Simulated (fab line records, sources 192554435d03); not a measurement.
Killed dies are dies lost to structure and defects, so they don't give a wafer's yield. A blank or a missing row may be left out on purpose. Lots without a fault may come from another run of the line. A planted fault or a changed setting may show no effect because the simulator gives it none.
fab line records | flow n5_finfet
record lots=7 wafers=21
route steps=1938 shown BEOL_M9@1411 BEOL_M10@1473 BEOL_M11@1573
start_h: hours from the record's first day to the start of the lot's first wafer shown | wait_h: hours since the lot's step before | " the same as in the row above | L1.1+2: a row that stands for several wafers | - no value, or no start given | * or withheld: withheld | < > ~ a bound
route shown NAME@n: a module of which the file shows steps, and the number in the route of the first | usual: mean/standard deviation of fault-free wafers | same: alike in all rows | chamber/n: place in a boat | sites: the reading at each site | _std_site: their standard deviation | _edge_site: outer sites' mean less inner sites' | radius_mm: how far each site lies from the wafer's centre | mask NAME#n: copy n | behind: the tool/chamber that last shaped the wafer | hold: why the lot was held/for how many hours/how that ended | device: the transistor (n, p or np) that didn't switch | end of line: the same wafers' tests at the end of the route | a step without rows: its recipe alone | killed: dies lost to structure and defects at the first sort, not the wafer's yield | map: a wafer's dies, x killed, . not, _ none there
set.NAME: the setting as run; set.NAME@STEP: as run at that earlier step | model.NAME: the simulator's own value behind a step, which no gauge read
lots whose settings were changed on purpose; a table a step, a row a wafer
## steps
# step N5_BEOL_M9_EXPOSE_08
# recipe mask_id=M9 na=1.35 source_shape=dipole sigma_inner=0.411 sigma_outer=0.611 polarization=te dose_mj=53.75
# columns lot.wafer tool chamber start_h wait_h mask set.dose_mj
L076.2+4+5 arfi_scanner-01 0 235.64 - M9#0 53.75
L079.1 arfi_scanner-03 0 253.93 - M9#0 53.75
L079.2+4 " 0 " " M9#0 51.62
L083.3+5 arfi_scanner-01 0 265.95 - M9#0 52.56
L083.4 " 0 " " M9#0 53.75
L088.1+5 arfi_scanner-01 0 304.66 - M9#0 53.75
L088.4 " 0 " " M9#0 57.17
L089.1 arfi_scanner-02 0 306.99 - M9#0 56.08
L089.2+4 " 0 " " M9#0 53.75
L090.1+5 arfi_scanner-02 0 308.93 - M9#0 53.75
L090.2 " 0 " " M9#0 52.14
L092.1+3 arfi_scanner-01 0 330.64 - M9#0 53.75
L092.4 " 0 " " M9#0 57.6
# step N5_BEOL_M9_PEB_09
# recipe peb_temp_c=withheld peb_time_s=60 resist=CAR-ArF
# step N5_BEOL_M9_DEVELOP_10
# recipe develop_time_s=30 developer=TMAH resist=CAR-ArF rinse_liquid=diw dry=air_spin dev_temp_c=23
# step N5_BEOL_M9_CD_MEAS_11
# recipe target_cd_nm=64.1 landing_energy_ev=500 detector=se_inlens polarity=opening
# usual cd_nm=64.2/0.43
# columns lot.wafer tool chamber start_h wait_h set.dose_mj@BEOL_M9_EXPOSE_08 cd_nm
L076.2 cd_sem-01 0 235.76 - 53.75 64.3
L076.4 " 0 " " 53.75 64.7
L076.5 " 0 " " 53.75 63.6
L079.1 cd_sem-02 0 254.05 - 53.75 63.6
L079.2 " 0 " " 51.62 61.9
L079.4 " 0 " " 51.62 61.5
L083.3 cd_sem-03 0 266.07 - 52.56 63.0
L083.4 " 0 " " 53.75 64.8
L083.5 " 0 " " 52.56 63.6
L088.1 cd_sem-01 0 304.79 - 53.75 64.2
L088.4 " 0 " " 57.17 68.0
L088.5 " 0 " " 53.75 64.5
L089.1 cd_sem-02 0 307.12 - 56.08 67.2
L089.2 " 0 " " 53.75 65.1
L089.4 " 0 " " 53.75 64.7
L090.1 cd_sem-02 0 309.05 - 53.75 64.0
L090.2 " 0 " " 52.14 62.3
L090.5 " 0 " " 53.75 63.6
L092.1 cd_sem-03 0 330.77 - 53.75 64.1
L092.3 " 0 " " 53.75 64.2
L092.4 " 0 " " 57.6 67.1
# step N5_BEOL_M9_DESCUM_16
# recipe chemistry=O2 time_s=7.9 source_power_w=50 bias_power_w=20 pressure_mtorr=20 rf_frequency_hz=2.712e+07 temp_c=40 resist=CAR-ArF o2_flow_sccm=225
# step N5_BEOL_M9_ETCH_61
# recipe chemistry=CF4 target=SiARC target_depth_a=390 mask_material=CAR-ArF time_s=65 ion_energy_ev=80 pressure_mtorr=40 source_w=545 bias_w=36 Ar_flow_sccm=100 cf4_flow_sccm=100 ends=cleared
# columns lot.wafer tool chamber start_h wait_h set.dose_mj@BEOL_M9_EXPOSE_08 model.BEOL_M9.cd_offset_nm
L076.2 rie_diel-03 2 236.24 0.0 53.75 0.6
L076.4 " 3 " " 53.75 0.4
L076.5 " 2 " " 53.75 0.2
L079.1 rie_diel-03 2 254.18 0.0 53.75 -0.4
L079.2 " 3 " " 51.62 -2.2
L079.4 " 1 " " 51.62 -2.6
L083.3 rie_diel-04 0 266.37 0.0 52.56 -1.2
L083.4 " 1 " " 53.75 0.4
L083.5 " 2 " " 52.56 -0.6
L088.1 rie_diel-04 0 305.15 0.0 53.75 -0.2
L088.4 " 2 " " 57.17 4
L088.5 " 2 " " 53.75 0.2
L089.1 rie_diel-06 1 307.24 0.0 56.08 2.8
L089.2 " 0 " " 53.75 0.6
L089.4 " 2 " " 53.75 0.4
L090.1 rie_diel-03 3 309.18 0.0 53.75 0
L090.2 " 0 " " 52.14 -1.6
L090.5 " 1 " " 53.75 -0.4
L092.1 rie_diel-03 2 330.95 0.0 53.75 0
L092.3 " 1 " " 53.75 -0.4
L092.4 " 0 " " 57.6 3.4
# step N5_BEOL_M9_ETCH_62
# recipe chemistry=N2/H2 target=SOC target_depth_a=1100 overetch_a=220 mask_material=SiARC temp_c=40 time_s=165 ion_energy_ev=200 pressure_mtorr=30 source_w=840 bias_w=150 n2_flow_sccm=200 h2_flow_sccm=200
# columns lot.wafer tool chamber start_h wait_h set.dose_mj@BEOL_M9_EXPOSE_08 model.BEOL_M9.cd_offset_nm
L076.2 rie_diel-03 2 236.29 0.0 53.75 0.4
L076.4 " 3 " " 53.75 0.2
L076.5 " 2 " " 53.75 -0.2
L079.1 rie_diel-03 2 254.23 0.0 53.75 -0.8
L079.2 " 3 " " 51.62 -2.4
L079.4 " 1 " " 51.62 -2.8
L083.3 rie_diel-04 0 266.42 0.0 52.56 -1.2
L083.4 " 1 " " 53.75 0.2
L083.5 " 2 " " 52.56 -0.4
L088.1 rie_diel-04 0 305.20 0.0 53.75 -0.2
L088.4 " 2 " " 57.17 4
L088.5 " 2 " " 53.75 0.4
L089.1 rie_diel-06 1 307.29 0.0 56.08 2.8
L089.2+4 " 0,2 " " 53.75 0.4
L090.1 rie_diel-03 3 309.23 0.0 53.75 0
L090.2 " 0 " " 52.14 -1.4
L090.5 " 1 " " 53.75 -0.6
L092.1 rie_diel-03 2 331.00 0.0 53.75 0
L092.3 " 1 " " 53.75 -0.4
L092.4 " 0 " " 57.6 3.2
# step N5_BEOL_M9_STRIP_68
# recipe chemistry=N2/H2 temp_c=40 n2_flow_sccm=200 h2_flow_sccm=200 rf_frequency_hz=6e+07
# step N5_BEOL_M9_STRIP_67
# recipe chemistry=CF4 resist=SiARC power_w=300 bias_power_w=75 pressure_mtorr=50 cf4_flow_sccm=150 rf_frequency_hz=6e+07
# step N5_BEOL_M9_HM_OPEN_17
# recipe chemistry=Cl2/BCl3 target_depth_a=200 overetch_a=60 target=TiN mask_material=SOC ion_energy_ev=150 pressure_mtorr=10 icp_w=1000 bias_w=126 Cl2_flow_sccm=53.25 bcl3_flow_sccm=21.75 Ar_flow_sccm=25
# columns lot.wafer tool chamber start_h wait_h set.dose_mj@BEOL_M9_EXPOSE_08 model.BEOL_M9.cd_offset_nm
L076.2 rie_metal-02 1 236.48 0.0 53.75 0.4
L076.4 " 1 " " 53.75 0
L076.5 " 1 " " 53.75 -0.2
L079.1 rie_metal-03 1 254.41 0.0 53.75 -0.8
L079.2 " 0 " " 51.62 -2.4
L079.4 " 0 " " 51.62 -2.8
L083.3 rie_metal-01 1 266.63 0.1 52.56 -1.2
L083.4 " 0 " " 53.75 0.2
L083.5 " 1 " " 52.56 -0.4
L088.1 rie_metal-01 0 305.38 0.0 53.75 -0.2
L088.4 " 1 " " 57.17 4
L088.5 " 0 " " 53.75 0.4
L089.1 rie_metal-02 1 307.48 0.0 56.08 2.6
L089.2+4 " 1 " " 53.75 0.2
L090.1 rie_metal-03 0 309.41 0.0 53.75 0
L090.2 " 1 " " 52.14 -1.6
L090.5 " 0 " " 53.75 -0.8
L092.1 rie_metal-01 1 331.18 0.0 53.75 0.2
L092.3 " 1 " " 53.75 -0.4
L092.4 " 0 " " 57.6 3.2
# step N5_BEOL_M9_STRIP_19
# recipe chemistry=O2 power_w=400 temp_c=40 pressure_mtorr=30 rf_frequency_hz=6e+07 bias_power_w=0 overash_fraction=0.2 o2_flow_sccm=225
# step N5_BEOL_M9_CD_MEAS_18
# recipe pitch_nm=140 target_cd_nm=70
# usual cd_nm=70.1/0.53
# columns lot.wafer tool chamber start_h wait_h set.dose_mj@BEOL_M9_EXPOSE_08 cd_nm
L076.2 cd_sem-02 - 236.75 0.1 53.75 70.1
L076.4 " - " " 53.75 69.7
L076.5 " - " " 53.75 70.1
L079.1 cd_sem-02 - 254.61 0.0 53.75 69.3
L079.2 " - " " 51.62 67.3
L079.4 " - " " 51.62 67.3
L083.3 cd_sem-03 - 266.79 0.1 52.56 69.1
L083.4 " - " " 53.75 70.2
L083.5 " - " " 52.56 69.8
L088.1 cd_sem-02 - 305.72 0.0 53.75 69.7
L088.4 " - " " 57.17 74.0
L088.5 " - " " 53.75 70.2
L089.1 cd_sem-02 - 307.75 0.0 56.08 72.7
L089.2 " - " " 53.75 70.1
L089.4 " - " " 53.75 70.2
L090.1 cd_sem-02 - 309.59 0.0 53.75 69.8
L090.2 " - " " 52.14 68.2
L090.5 " - " " 53.75 69.1
L092.1 cd_sem-02 - 331.36 0.0 53.75 70.2
L092.3 " - " " 53.75 69.7
L092.4 " - " " 57.6 73.1
# step N5_BEOL_M9_COAT_63
# recipe resist=SOC temp_c=250 time_s=60 spin_rpm=1500 resist_thk_nm=60
# step N5_BEOL_M9_COAT_64
# recipe resist=SiARC temp_c=220 time_s=60 spin_rpm=1500 resist_thk_nm=12
# step N5_BEOL_M9_PRECLEAN_42
# recipe chemistry=residue_remover time_s=60 temp_c=40
# step N5_BEOL_M9_SRD_43
# recipe time_s=30 temp_c=23 rinse_liquid=diw dry=ipa_marangoni
# step N5_BEOL_M9_CD_MEAS_35
# recipe target_cd_nm=70 target_cd_y_nm=40 polarity=opening
# usual cd_nm=70.1/0.52
# columns lot.wafer tool chamber start_h wait_h set.dose_mj@BEOL_M9_EXPOSE_08 cd_nm
L076.2 cd_sem-01 - 240.78 0.0 53.75 70.3
L076.4 " - " " 53.75 70.0
L076.5 " - " " 53.75 69.8
L079.1 cd_sem-02 - 258.19 0.0 53.75 69.5
L079.2 " - " " 51.62 67.7
L079.4 " - " " 51.62 67.1
L083.3 cd_sem-01 - 269.17 0.0 52.56 68.5
L083.4 " - " " 53.75 70.3
L083.5 " - " " 52.56 69.6
L088.1 cd_sem-01 - 307.05 0.0 53.75 70.0
L088.4 " - " " 57.17 74.3
L088.5 " - " " 53.75 70.5
L089.1 cd_sem-01 - 308.78 0.0 56.08 72.9
L089.2 " - " " 53.75 70.3
L089.4 " - " " 53.75 69.9
L090.1 cd_sem-01 - 312.39 0.0 53.75 70.2
L090.2 " - " " 52.14 68.3
L090.5 " - " " 53.75 69.4
L092.1 cd_sem-01 - 332.50 0.0 53.75 70.1
L092.3 " - " " 53.75 69.9
L092.4 " - " " 57.6 73.4
# step N5_BEOL_M10_PECVD_70
# recipe material=SiO2 target_thk_a=200 temp_c=400 precursor=TEOS/O2 pressure_torr=5.5 rf_w=450 teos_flow_sccm=53.8 gas=O2 flow_sccm=3000 time_s=22.7
# columns lot.wafer tool chamber start_h wait_h set.temp_c model.SiO2_of_BEOL_M10_PECVD_70.thk_nm
L076.2+5 pecvd-02 1,2 243.72 0.0 400 19.8
L076.4 " 0 " " 400 20.2
L079.1 pecvd-01 2 262.39 0.0 391.7 21
L079.2 " 0 " " 400 20
L079.4 " 0 " " 391.7 21.2
L083.3+5 pecvd-02 2 276.05 0.0 393.4 20.8
L083.4 " 0 " " 393.4 21
L088.1+5 pecvd-01 1,0 310.67 0.0 400 19.6
L088.4 " 1 " " 400 19.8
L089.1+2 pecvd-02 2,0 313.62 0.0 400 19.6
L089.4 " 2 " " 400 20.2
L090.1 pecvd-02 2 317.62 0.0 400 19.6
L090.2 " 0 " " 383.9 21.8
L090.5 " 2 " " 383.9 22.2
L092.1 pecvd-02 0 335.74 0.0 400 19.4
L092.3+4 " 1 " " 400 20
# step N5_BEOL_M11_ETCH_66
# recipe chemistry=N2/H2 target=SOC target_depth_a=1200 overetch_a=240 mask_material=SiARC temp_c=40 time_s=180 ion_energy_ev=200 pressure_mtorr=30 source_w=840 bias_w=150 n2_flow_sccm=200 h2_flow_sccm=200
# columns lot.wafer tool chamber start_h wait_h set.time_s model.SiARC_of_BEOL_M11_COAT_64.thk_nm
L076.2 rie_diel-04 1 252.98 0.0 180 22.8
L076.4+5 " 0,1 " " 180 22.6
L079.1 rie_diel-03 3 273.36 0.0 180 22.6
L079.2 " 2 " " 148.4 23.6
L079.4 " 0 " " 180 22.4
L083.3+5 rie_diel-04 3,0 290.37 0.0 180 22.6
L083.4 " 2 " " 145.2 24
L088.1 rie_diel-04 3 326.06 0.0 209.9 21.6
L088.4 " 2 " " 209.9 21.4
L088.5 " 0 " " 180 22.8
L089.1+4 rie_diel-06 3,1 326.35 0.0 180 22.6
L089.2 " 1 " " 208.8 21.4
L090.1 rie_diel-06 3 330.54 0.0 180 22.6
L090.2 " 1 " " 180 22.4
L090.5 " 3 " " 161.3 23.4
L092.1+4 rie_diel-06 0,1 350.85 0.0 202.7 21.6
L092.3 " 2 " " 180 23
# step N5_BEOL_M11_TRENCH_ETCH_37
# recipe chemistry=C4F6/O2 target_depth_a=1488.3 target=SiCOH_lowk time_s=48 ion_energy_ev=250 pressure_mtorr=30 source_w=345 bias_w=185 Ar_flow_sccm=300 C4F6_flow_sccm=10 O2_flow_sccm=10
# usual rf_vpp_V=667/6.5
# columns lot.wafer tool chamber start_h wait_h set.source_w rf_vpp_V model.BEOL_M11.feature_depth_nm model.etch.depth_nm
L076.2 rie_diel-04 1 - - 345 663 151.8 151.8
L076.4 " 0 " " 345 657 151.8 151.8
L076.5 " 1 " " 345 663 151.2 151.2
L079.1 rie_diel-03 3 - - 388.3 627 155.4 155.5
L079.2 " 2 " " 345 677 149.4 149.5
L079.4 " 0 " " 345 671 151.4 151.4
L083.3 rie_diel-04 3 - - 345 663 152.2 152.3
L083.4 " 2 " " 389.3 627 161.2 161.3
L083.5 " 0 " " 389.3 615 157.6 157.6
L088.1 rie_diel-04 3 - - 345 662 151.4 151.5
L088.4 " 2 " " 345 667 152 152.1
L088.5 " 0 " " 388.8 615 157.8 157.9
L089.1 rie_diel-06 3 - - 388.1 633 157.4 157.4
L089.2 " 1 " " 345 670 151 151
L089.4 " 1 " " 345 670 149.2 149.2
L090.1 rie_diel-06 3 - - 345 671 148.6 148.6
L090.2 " 1 " " 316 701 144.8 144.9
L090.5 " 3 " " 345 671 148.2 148.2
L092.1 rie_diel-06 0 - - 345 675 152.2 152.1
L092.3 " 2 " " 345 664 147.4 147.4
L092.4 " 1 " " 398.1 623 159.6 159.6
# step N5_BEOL_M11_ETCH_41
# recipe chemistry=CH3F/O2 target=SiCN target_depth_a=426 taper_deg=2 time_s=86 ion_energy_ev=120 mask_material=TiN pressure_mtorr=30 source_w=395 bias_w=75 Ar_flow_sccm=150 CH3F_flow_sccm=30 O2_flow_sccm=20
# step N5_BEOL_M11_STRIP_77
# recipe chemistry=N2/H2 time_s=10 power_w=450 temp_c=40 pressure_mtorr=20 rf_frequency_hz=6e+07 bias_power_w=7 n2_flow_sccm=200 h2_flow_sccm=200
# step N5_BEOL_M11_OCD_MEAS_38
# usual trench_depth_nm=149.4/2.3
# columns lot.wafer tool chamber start_h wait_h set.source_w@BEOL_M11_TRENCH_ETCH_37 trench_depth_nm
L076.2 ocd-01 - 253.39 - 345 151.9
L076.4 " - " " 345 151.5
L076.5 " - " " 345 151.0
L079.1 ocd-01 - 273.77 - 388.3 155.7
L079.2 " - " " 345 149.1
L079.4 " - " " 345 150.9
L083.3 ocd-01 - 290.78 - 345 152.1
L083.4 " - " " 389.3 161.4
L083.5 " - " " 389.3 157.3
L088.1 ocd-01 - 326.47 - 345 151.8
L088.4 " - " " 345 152.1
L088.5 " - " " 388.8 158.0
L089.1 ocd-01 - 326.76 - 388.1 157.7
L089.2 " - " " 345 150.9
L089.4 " - " " 345 149.6
L090.1 ocd-01 - 330.95 - 345 148.4
L090.2 " - " " 316 144.8
L090.5 " - " " 345 148.1
L092.1 ocd-01 - 351.25 - 345 152.1
L092.3 " - " " 345 147.6
L092.4 " - " " 398.1 159.6
# step N5_BEOL_M11_HM_STRIP_39
# recipe chemistry=peroxide_tin_strip material=TiN target_depth_a=250 temp_c=50 time_s=158
# step N5_BEOL_M11_SRD_40
# recipe time_s=30 temp_c=23 rinse_liquid=diw dry=ipa_marangoni
# step N5_BEOL_M11_ECD_50
# recipe material=Cu target_thk_a=3180
# step N5_BEOL_M11_ANNEAL_51
# recipe temp_c=225 time_s=90 ambient=N2
# step N5_BEOL_M11_CMP_52
# recipe stop_on=SiCOH_lowk t_overpolish_s=7 down_force_psi=1 platen_rpm=50 clearing_platen_down_force_psi=1.5 clearing_platen_rpm=50 post_cmp_clean=cu_alkaline target_thk_nm=140 clearing_platen_pad_velocity_m_s=0.99484 pad_velocity_m_s=0.99484
# columns lot.wafer tool chamber start_h wait_h set.source_w@BEOL_M11_TRENCH_ETCH_37 model.Cu_of_BEOL_M11_ECD_50.thk_nm
L076.4+2 cmp-02 2,0 255.99 0.2 345 143.6
L076.5 " 1 " " 345 141.4
L079.1 cmp-02 2 276.26 0.3 388.3 146.2
L079.2 " 3 " " 345 139.6
L079.4 " 1 " " 345 143
L083.4 cmp-02 0 293.65 0.1 389.3 153.2
L083.3 " 3 " " 345 144.2
L083.5 " 1 " " 389.3 149
L088.1 cmp-03 0 328.80 0.4 345 141.6
L088.4 " 1 " " 345 143
L088.5 " 3 " " 388.8 149.6
L089.2 cmp-02 0 329.22 0.3 345 142
L089.4 " 1 " " 345 139.2
L089.1 " 2 " " 388.1 147.4
L090.2 cmp-03 2 334.06 0.3 316 135.6
L090.1 " 3 " " 345 138.2
L090.5 " 0 " " 345 138
L092.3 cmp-04 2 353.41 0.2 345 136.8
L092.1 " 3 " " 345 141.8
L092.4 " 1 " " 398.1 149.8
# step N5_BEOL_M11_THK_MEAS_53
# recipe thk_meas_gauge=xrf reads=Cu_of_BEOL_M11_ECD_50
# usual M11_THK=140.7/2.8
# columns lot.wafer tool chamber start_h wait_h set.source_w@BEOL_M11_TRENCH_ETCH_37 M11_THK[nm]
L076.2 film_metro-01 - 256.25 - 345 142.6
L076.4 " - " " 345 143.0
L076.5 " - " " 345 140.9
L079.1 film_metro-02 - 276.55 - 388.3 146.1
L079.2 " - " " 345 138.9
L079.4 " - " " 345 142.3
L083.3 film_metro-01 - 293.95 - 345 145.0
L083.4 " - " " 389.3 154.1
L083.5 " - " " 389.3 150.6
L088.1 film_metro-02 - 329.02 - 345 142.1
L088.4 " - " " 345 144.4
L088.5 " - " " 388.8 150.6
L089.1 film_metro-02 - 329.51 - 388.1 147.4
L089.2 " - " " 345 141.5
L089.4 " - " " 345 138.9
L090.1 film_metro-01 - 334.28 - 345 139.3
L090.2 " - " " 316 136.4
L090.5 " - " " 345 138.7
L092.1 film_metro-02 - 353.70 - 345 143.1
L092.3 " - " " 345 138.0
L092.4 " - " " 398.1 151.8
# step N5_BEOL_M11_PRE_CLEAN_55
# recipe gas=NH3 time_s=15 temp_c=withheld rf_power_w=300
# step N5_BEOL_M11_DEP_56
# recipe material=SiCN target_thk_a=300 temp_c=withheld precursor=3MS/NH3 pressure_torr=3 rf_w=675 time_s=10.5
# step N5_BEOL_M11_RS_MEAS_57
# recipe thk_meas_gauge=four-point-probe reads=Cu_of_BEOL_M11_ECD_50+Co_of_BEOL_M11_CVD_75+TaN_of_BEOL_M11_ALD_74
# usual M11_RS=0.151/0.0032
# columns lot.wafer tool chamber start_h wait_h set.source_w@BEOL_M11_TRENCH_ETCH_37 M11_RS[ohm/sq]
L076.2 film_metro-01 - 256.38 0.0 345 0.147
L076.4 " - " " 345 0.147
L076.5 " - " " 345 0.150
L079.1 film_metro-02 - 276.68 0.0 388.3 0.144
L079.2 " - " " 345 0.152
L079.4 " - " " 345 0.148
L083.3 film_metro-01 - 294.08 0.0 345 0.146
L083.4 " - " " 389.3 0.137
L083.5 " - " " 389.3 0.141
L088.1 film_metro-02 - 329.14 0.0 345 0.149
L088.4 " - " " 345 0.148
L088.5 " - " " 388.8 0.141
L089.1 film_metro-02 - 329.64 0.0 388.1 0.143
L089.2 " - " " 345 0.149
L089.4 " - " " 345 0.152
L090.1 film_metro-02 - 334.41 0.0 345 0.153
L090.2 " - " " 316 0.157
L090.5 " - " " 345 0.153
L092.1 film_metro-02 - 353.82 0.0 345 0.149
L092.3 " - " " 345 0.155
L092.4 " - " " 398.1 0.140
## key
split step=N5_BEOL_M9_EXPOSE_08 setting=dose_mj stated=53.75 by=wafer
response step=N5_BEOL_M9_CD_MEAS_11 reading=cd_nm change=+0.504 per=1% r=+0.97
response step=N5_BEOL_M9_ETCH_61 reading=model.BEOL_M9.cd_offset_nm change=+0.544 per=1% r=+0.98
response step=N5_BEOL_M9_ETCH_62 reading=model.BEOL_M9.cd_offset_nm change=+0.515 per=1% r=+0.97
response step=N5_BEOL_M9_HM_OPEN_17 reading=model.BEOL_M9.cd_offset_nm change=+0.512 per=1% r=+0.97
response step=N5_BEOL_M9_CD_MEAS_18 reading=cd_nm change=+0.518 per=1% r=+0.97
response step=N5_BEOL_M9_CD_MEAS_35 reading=cd_nm change=+0.552 per=1% r=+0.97
split step=N5_BEOL_M10_PECVD_70 setting=temp_c stated=400 by=wafer
response step=N5_BEOL_M10_PECVD_70 reading=model.SiO2_of_BEOL_M10_PECVD_70.thk_nm change=-0.582 per=1% r=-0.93
split step=N5_BEOL_M11_ETCH_66 setting=time_s stated=180 by=wafer
response step=N5_BEOL_M11_ETCH_66 reading=model.SiARC_of_BEOL_M11_COAT_64.thk_nm change=-0.0771 per=1% r=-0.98
split step=N5_BEOL_M11_TRENCH_ETCH_37 setting=source_w stated=345 by=wafer
response step=N5_BEOL_M11_TRENCH_ETCH_37 reading=rf_vpp_V change=-3.37 per=1% r=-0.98
response step=N5_BEOL_M11_TRENCH_ETCH_37 reading=model.BEOL_M11.feature_depth_nm change=+0.533 per=1% r=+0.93
response step=N5_BEOL_M11_TRENCH_ETCH_37 reading=model.etch.depth_nm change=+0.533 per=1% r=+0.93
response step=N5_BEOL_M11_OCD_MEAS_38 reading=trench_depth_nm change=+0.542 per=1% r=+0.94
response step=N5_BEOL_M11_CMP_52 reading=model.Cu_of_BEOL_M11_ECD_50.thk_nm change=+0.539 per=1% r=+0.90
response step=N5_BEOL_M11_THK_MEAS_53 reading=M11_THK change=+0.572 per=1% r=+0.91
response step=N5_BEOL_M11_RS_MEAS_57 reading=M11_RS change=-0.0006 per=1% r=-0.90
